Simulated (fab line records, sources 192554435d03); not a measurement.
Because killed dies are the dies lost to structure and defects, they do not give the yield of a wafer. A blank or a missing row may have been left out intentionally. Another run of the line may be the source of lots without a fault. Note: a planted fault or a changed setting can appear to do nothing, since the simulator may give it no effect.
Matching of chambers	flow n5 finfet	4 sister chambers for N5_BEOL_M11_ETCH_65 on rie diel-04
The step etches SiARC in CF4, target depth 39 nm, time 65 s. 20 wafers are shown with their chamber, then 10 later ones without.

WAFERS, EACH WITH ITS CHAMBER
wafer	chamber	drypump motor current A (A)	throttle valve pct (%)	showerhead plenum p Torr (Torr)
L075.2	3	5.3	15.95	2.20
L075.3	0	6.1	15.21	2.16
L075.5	0	6.1	15.22	2.16
L077.1	1	6.3	15.65	2.22
L077.2	3	5.4	15.95	2.20
L077.5	1	6.3	15.66	2.22
L081.2	3	5.3	15.98	2.20
L081.5	3	5.3	15.98	2.20
L081.6	0	6.1	15.24	2.16
L082.1	2	6.4	15.46	2.18
L082.5	0	6.1	15.24	2.16
L082.6	3	5.3	15.97	2.20
L083.1	3	5.3	15.99	2.19
L083.3	1	6.3	15.67	2.22
L083.4	2	6.4	15.46	2.17
L090.2	3	5.3	16.01	2.19
L090.4	2	6.4	15.47	2.17
L090.6	2	6.4	15.47	2.17
L087.1	1	6.3	15.70	2.22
L087.4	0	6.1	15.28	2.16

SIGNATURES, as means of the wafers listed above
reading	chamber 0	chamber 1	chamber 2	chamber 3	scatter within a chamber
drypump motor current A	6.100	6.300	6.400	5.314	0.0231
throttle valve pct	15.2380	15.6700	15.4650	15.9757	0.0211
showerhead plenum p Torr	2.1600	2.2200	2.1725	2.1971	0.00369
Rule: for a wafer and a chamber, the distance is found by dividing, reading by reading, the gap between the wafer's reading and the chamber's mean by the reading's scatter, squaring, summing and taking the root. The wafer belongs to the nearest chamber; if the next one is less than 2 further off, it can't be placed. The scatter: take each reading less its chamber's mean, square it, sum over the shown wafers, divide by the number of wafers less the number of chambers, and take the root.

WAFERS WHOSE CHAMBER IS MISSING
wafer	drypump motor current A (A)	throttle valve pct (%)	showerhead plenum p Torr (Torr)
L087.5	6.1	15.27	2.16
L089.1	6.1	15.28	2.15
L089.3	6.3	15.69	2.21
L089.5	6.1	15.28	2.15
L092.4	6.3	15.72	2.21
L092.5	5.4	16.01	2.19
L092.6	6.1	15.30	2.15
L094.2	6.3	15.72	2.21
L094.4	5.3	16.01	2.19
L094.6	6.3	15.72	2.21

THE CHAMBER EACH PASSED THROUGH
wafer	from the rows above	in truth
L087.5	0	0
L089.1	0	0
L089.3	1	1
L089.5	0	0
L092.4	1	1
L092.5	3	3
L092.6	0	0
L094.2	1	1
L094.4	3	3
L094.6	1	1
Placed correctly: 10 of 10. Can't be placed from these rows: 0. 0 placed wrongly.
